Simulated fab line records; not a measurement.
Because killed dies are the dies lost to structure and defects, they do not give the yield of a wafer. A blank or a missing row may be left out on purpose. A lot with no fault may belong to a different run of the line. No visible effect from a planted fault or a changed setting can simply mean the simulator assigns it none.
Lot-split experiment -- flow n5_finfet -- 39 wafers read from 7 lots, route of 1938 steps

ON THE SPLIT
At N5_DUMMY_GATE_ETCH_42 (etches SiO2 in CHF3/O2, target depth 3.5 nm, time 31 s), the setting bias_w was moved away from the recipe's 12 W on 9 of the 39 wafers read, by -5.6% to +18.8%. For the rest of the wafers, this setting stayed at what the recipe calls for.

The reading comes from the split's own step.

THE READING
rf_vpp_V, in V, at N5_DUMMY_GATE_ETCH_42 (etches SiO2 in CHF3/O2, target depth 3.5 nm, time 31 s). On this fab line, fault-free wafers typically give 42.5 V with a standard deviation of 0.93 V.

wafer,"tool, chamber at the split","bias_w as run, W",against the recipe,"rf_vpp_V, V",against lot-mates on the recipe
L077.1,"rie_diel-05, 3",12,recipe,42.5,-
L077.2,"rie_diel-05, 0",12,recipe,43.6,-
L077.3,"rie_diel-05, 1",12,recipe,42.1,-
L077.4,"rie_diel-05, 2",12,recipe,42.4,-
L077.5,"rie_diel-05, 2",12,recipe,42.2,-
L077.6,"rie_diel-05, 1",12,recipe,43.4,-
L078.1,"rie_diel-03, 3",12,recipe,43.0,-
L078.2,"rie_diel-03, 0",12,recipe,42.4,-
L078.3,"rie_diel-03, 2",12,recipe,42.3,-
L078.4,"rie_diel-03, 2",12,recipe,43.3,-
L078.5,"rie_diel-03, 3",12,recipe,43.6,-
L078.6,"rie_diel-03, 0",12,recipe,42.0,-
L079.1,"rie_diel-04, 1",12,recipe,42.7,-
L079.3,"rie_diel-04, 2",12,recipe,42.2,-
L079.4,"rie_diel-04, 3",12,recipe,41.8,-
L081.1,"rie_diel-04, 2",14.25,+18.8%,46.7,+4.5
L081.2,"rie_diel-04, 3",12,recipe,43.3,-
L081.3,"rie_diel-04, 0",14.25,+18.8%,50.5,+8.3
L081.4,"rie_diel-04, 1",12,recipe,41.9,-
L081.5,"rie_diel-04, 2",14.25,+18.8%,47.2,+5.0
L081.6,"rie_diel-04, 3",12,recipe,41.3,-
L092.1,"rie_diel-03, 1",14.23,+18.6%,48.0,+5.1
L092.2,"rie_diel-03, 3",12,recipe,43.1,-
L092.3,"rie_diel-03, 0",12,recipe,42.1,-
L092.4,"rie_diel-03, 1",14.23,+18.6%,48.0,+5.1
L092.5,"rie_diel-03, 3",14.23,+18.6%,49.0,+6.1
L092.6,"rie_diel-03, 0",12,recipe,43.5,-
L095.1,"rie_diel-03, 2",12,recipe,41.4,-
L095.2,"rie_diel-03, 3",12,recipe,42.8,-
L095.3,"rie_diel-03, 0",12,recipe,43.5,-
L095.4,"rie_diel-03, 2",12,recipe,41.0,-
L095.5,"rie_diel-03, 0",12,recipe,41.6,-
L095.6,"rie_diel-03, 3",12,recipe,43.3,-
L096.1,"rie_diel-03, 0",12,recipe,42.6,-
L096.2,"rie_diel-03, 3",12,recipe,43.7,-
L096.3,"rie_diel-03, 2",11.33,-5.6%,41.8,-0.9
L096.4,"rie_diel-03, 1",11.33,-5.6%,41.2,-1.5
L096.5,"rie_diel-03, 0",12,recipe,41.9,-
L096.6,"rie_diel-03, 3",11.33,-5.6%,40.7,-2.0

FIT RESULTS
A straight line over all 39 wafers: rf_vpp_V changes by +0.3 V for each +1% of bias_w; r = +0.93; the points scatter about the line by 0.86 V.
The same after taking each lot's own level away (the mean of its wafers on the recipe; 39 wafers): +0.303 V for each +1%; r = +0.94; scatter 0.82 V.
Per that fit: largest bias_w move, reading shift of 5.7 V.
The span of the lots' own levels, 42.17 to 42.90 V, comes to 0.8 times the standard deviation stated above.
Hence the lot-to-lot level has little effect on the slope; both slopes agree.
Check: for one of the wafers moved furthest among these (+18.8%), held out of the fit, the line's prediction against its lot-mates is +5.93 V. It came out at +4.53 V against them.
Tool readings at the split's step, against how far the setting was moved: rf_vpp_V r = +0.93.

THESE WAFERS: OTHER SPLITS
Other splits were also applied to these wafers ahead of the reading. Each is held against what the fit with the lots' levels taken away leaves over:
other split on the same wafers,wafers away from the commonest value,r with rf_vpp_V (lot level and that fit taken away)
N5_WELL_APT_EPI_41 time_s,15,+0.09
N5_FIN_SAQP_EXPOSE_13 dose_mj,18,+0.00
N5_FIN_CUT_CUT_ETCH_15 time_s,9,+0.05
N5_DUMMY_GATE_EXPOSE_12 dose_mj,9,-0.03
N5_DUMMY_GATE_ETCH_31 target_depth_a,9,+0.37

FILE'S OWN FIT
rf_vpp_V changes by +0.304 V for each +1% of bias_w, r = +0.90.
